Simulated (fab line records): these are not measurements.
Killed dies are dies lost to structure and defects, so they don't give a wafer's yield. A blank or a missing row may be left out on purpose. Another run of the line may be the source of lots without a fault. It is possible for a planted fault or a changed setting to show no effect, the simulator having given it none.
What tool caused it? + flow nand_harc + 16 wafers from 6 lots sampled at 4 of the route's 1302 steps

## WHAT THE GAUGES SHOWED, per wafer
NHARC_A_DECK1_JOINT_INSPECT_05.
| lot  | measured     | on                | raw_defect_count |
|------|--------------|-------------------|------------------|
| L541 | day 12 22:56 | defect_inspect-01 | 213 313 311      |
| L552 | day 17 05:10 | defect_inspect-02 | 1121 1127        |
| L555 | day 18 06:20 | defect_inspect-01 | 271 166 259      |
| L556 | day 19 06:58 | defect_inspect-01 | 437 676 326      |
| L559 | day 20 10:23 | defect_inspect-01 | 205 378 227      |
| L562 | day 21 13:05 | defect_inspect-02 | 241 358 481      |

## EACH LOT AND THE TOOL THAT RAN IT (in order: tool; ch and the chambers of the sampled wafers; start)
| lot  | NHARC_A_CHANNEL_HOLE_D1_ETCH_26  | NHARC_A_CHANNEL_HOLE_D1_ETCH_44    | NHARC_A_DECK1_JOINT_DEP_16      |
|------|----------------------------------|------------------------------------|---------------------------------|
| L541 | har_etch-01 ch 0,1, day 9 08:19  | rie_diel-11 ch 0,1,2, day 9 09:14  | pecvd-01 ch 0,1,2, day 12 22:37 |
| L552 | har_etch-02 ch 1, day 13 12:06   | rie_diel-11 ch 0, day 13 12:59     | pecvd-02 ch 0, day 17 05:00     |
| L555 | har_etch-02 ch 0,1, day 14 19:46 | rie_diel-07 ch 1,3, day 14 20:47   | pecvd-04 ch 1,2, day 18 06:01   |
| L556 | har_etch-01 ch 0,1, day 15 14:41 | rie_diel-11 ch 0,2, day 15 15:36   | pecvd-01 ch 0,1,2, day 19 06:38 |
| L559 | har_etch-02 ch 0,1, day 16 18:11 | rie_diel-11 ch 0,1,2, day 16 19:07 | pecvd-04 ch 0,1,2, day 20 10:08 |
| L562 | har_etch-01 ch 0,1, day 18 00:03 | rie_diel-11 ch 0,3, day 18 00:58   | pecvd-02 ch 1,2, day 21 12:48   |
- NHARC_A_CHANNEL_HOLE_D1_ETCH_26: etches the open film in C4F8/O2/Ar, time 224.1 s, target depth 300 nm.
- NHARC_A_CHANNEL_HOLE_D1_ETCH_44: etches the open film in CF4/O2, target depth 140 nm, overetch 14 nm, time 77 s.
- NHARC_A_DECK1_JOINT_DEP_16: deposits SiO2, target thk 45 nm.

## THE ANSWER, worked out from the rows above alone
Rule: the usual values come from the lots themselves. The widest of any qualifying gaps counts: lots, ordered by their means at a reading, are off when they make up no more than a third of the lots, leave a main group of 4 or more, and stand apart from it by 3 or more times the standard deviation of that group's means. A main group is skipped when, at the precision printed for the reading in the tables above, its means are all equal. A lot without any number at a reading at which 4 lots or more have one is off too. Where the step has rows for the other lots, those lots are counted as sound.
Off at NHARC_A_DECK1_JOINT_INSPECT_05 (raw_defect_count): L552. Mean 324 and standard deviation 88 in the main group.
If a tool, at a process step before that reading, ran all the lots that are off and no sound lot after the first of them, it fits. The gauges at NHARC_A_DECK1_JOINT_INSPECT_05 are tried like those tools. No candidate that was tried fits.

## WHAT THE SIMULATOR HAD INSERTED
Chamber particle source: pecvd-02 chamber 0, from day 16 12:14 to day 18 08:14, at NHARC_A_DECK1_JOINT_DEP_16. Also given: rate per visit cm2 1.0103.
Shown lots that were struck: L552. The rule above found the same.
